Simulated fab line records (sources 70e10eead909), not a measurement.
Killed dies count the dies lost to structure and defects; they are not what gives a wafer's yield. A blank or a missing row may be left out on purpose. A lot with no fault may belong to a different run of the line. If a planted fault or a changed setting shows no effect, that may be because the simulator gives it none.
Matching of chambers :: flow nandHarc :: aldHk-02 running NHARC_A_WL_FILL_ALD_00: 4 sister chambers
The step deposits Al2O3, target thk 3 nm, pulse time 3 s, ald cycles 30. 20 wafers are shown with their chamber, then 10 later ones without.

## WAFERS WITH THEIR CHAMBER
wafer: L074.1
chamber: 1
heaterPowerW (W): 509
precursorPulseHeightRel: 1.040

wafer: L074.5
chamber: 3
heaterPowerW (W): 559
precursorPulseHeightRel: 0.986

wafer: L074.6
chamber: 0
heaterPowerW (W): 478
precursorPulseHeightRel: 1.007

wafer: L076.1
chamber: 3
heaterPowerW (W): 551
precursorPulseHeightRel: 0.993

wafer: L076.3
chamber: 2
heaterPowerW (W): 422
precursorPulseHeightRel: 1.007

wafer: L076.4
chamber: 1
heaterPowerW (W): 514
precursorPulseHeightRel: 1.008

wafer: L079.4
chamber: 1
heaterPowerW (W): 500
precursorPulseHeightRel: 0.976

wafer: L079.5
chamber: 2
heaterPowerW (W): 424
precursorPulseHeightRel: 0.994

wafer: L079.6
chamber: 3
heaterPowerW (W): 555
precursorPulseHeightRel: 0.980

wafer: L082.2
chamber: 2
heaterPowerW (W): 419
precursorPulseHeightRel: 0.992

wafer: L082.4
chamber: 1
heaterPowerW (W): 507
precursorPulseHeightRel: 1.003

wafer: L082.6
chamber: 2
heaterPowerW (W): 422
precursorPulseHeightRel: 1.004

wafer: L080.1
chamber: 2
heaterPowerW (W): 420
precursorPulseHeightRel: 1.011

wafer: L080.2
chamber: 0
heaterPowerW (W): 483
precursorPulseHeightRel: 0.997

wafer: L080.4
chamber: 3
heaterPowerW (W): 563
precursorPulseHeightRel: 0.999

wafer: L091.1
chamber: 1
heaterPowerW (W): 510
precursorPulseHeightRel: 0.983

wafer: L091.3
chamber: 3
heaterPowerW (W): 558
precursorPulseHeightRel: 1.009

wafer: L091.4
chamber: 0
heaterPowerW (W): 481
precursorPulseHeightRel: 1.012

wafer: L092.2
chamber: 0
heaterPowerW (W): 486
precursorPulseHeightRel: 1.015

wafer: L092.5
chamber: 1
heaterPowerW (W): 507
precursorPulseHeightRel: 1.002

SIGNATURES, as means of the wafers listed above
reading: heaterPowerW
chamber 0: 482.00
chamber 1: 507.83
chamber 2: 421.40
chamber 3: 557.20
scatter within a chamber: 3.85

reading: precursorPulseHeightRel
chamber 0: 1.00775
chamber 1: 1.00200
chamber 2: 1.00160
chamber 3: 0.99340
scatter within a chamber: 0.0148
Rule: for each reading, subtract the chamber's mean from the wafer's reading, divide by that reading's scatter and square the result; add these up over the readings and take the root, which gives the wafer's distance from the chamber. The wafer belongs to the nearest chamber; if the next one is less than 2 further off, it can't be placed. How the scatter is found: for the shown wafers, subtract from each reading the mean of its chamber, square and add these, divide the total by (wafers less chambers), then take the root.

## WAFERS WHOSE CHAMBER IS MISSING
wafer: L092.6
heaterPowerW (W): 422
precursorPulseHeightRel: 1.028

wafer: L094.1
heaterPowerW (W): 476
precursorPulseHeightRel: 1.007

wafer: L094.5
heaterPowerW (W): 465
precursorPulseHeightRel: 0.985

wafer: L094.6
heaterPowerW (W): 564
precursorPulseHeightRel: 0.991

wafer: L097.3
heaterPowerW (W): 499
precursorPulseHeightRel: 1.002

wafer: L097.4
heaterPowerW (W): 571
precursorPulseHeightRel: 0.984

wafer: L097.6
heaterPowerW (W): 570
precursorPulseHeightRel: 1.028

wafer: L095.1
heaterPowerW (W): 489
precursorPulseHeightRel: 1.014

wafer: L095.2
heaterPowerW (W): 564
precursorPulseHeightRel: 1.002

wafer: L095.6
heaterPowerW (W): 574
precursorPulseHeightRel: 1.007

## CHAMBER TAKEN BY EACH
wafer: L092.6
from the rows above: 2
in truth: 2

wafer: L094.1
from the rows above: 0
in truth: 0

wafer: L094.5
from the rows above: 0
in truth: 0

wafer: L094.6
from the rows above: 3
in truth: 3

wafer: L097.3
from the rows above: 1
in truth: 1

wafer: L097.4
from the rows above: 3
in truth: 3

wafer: L097.6
from the rows above: 3
in truth: 3

wafer: L095.1
from the rows above: 0
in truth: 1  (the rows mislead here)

wafer: L095.2
from the rows above: 3
in truth: 3

wafer: L095.6
from the rows above: 3
in truth: 3
9 of 10 placed correctly. Not placeable from these rows: 0. Number placed wrongly: 1.
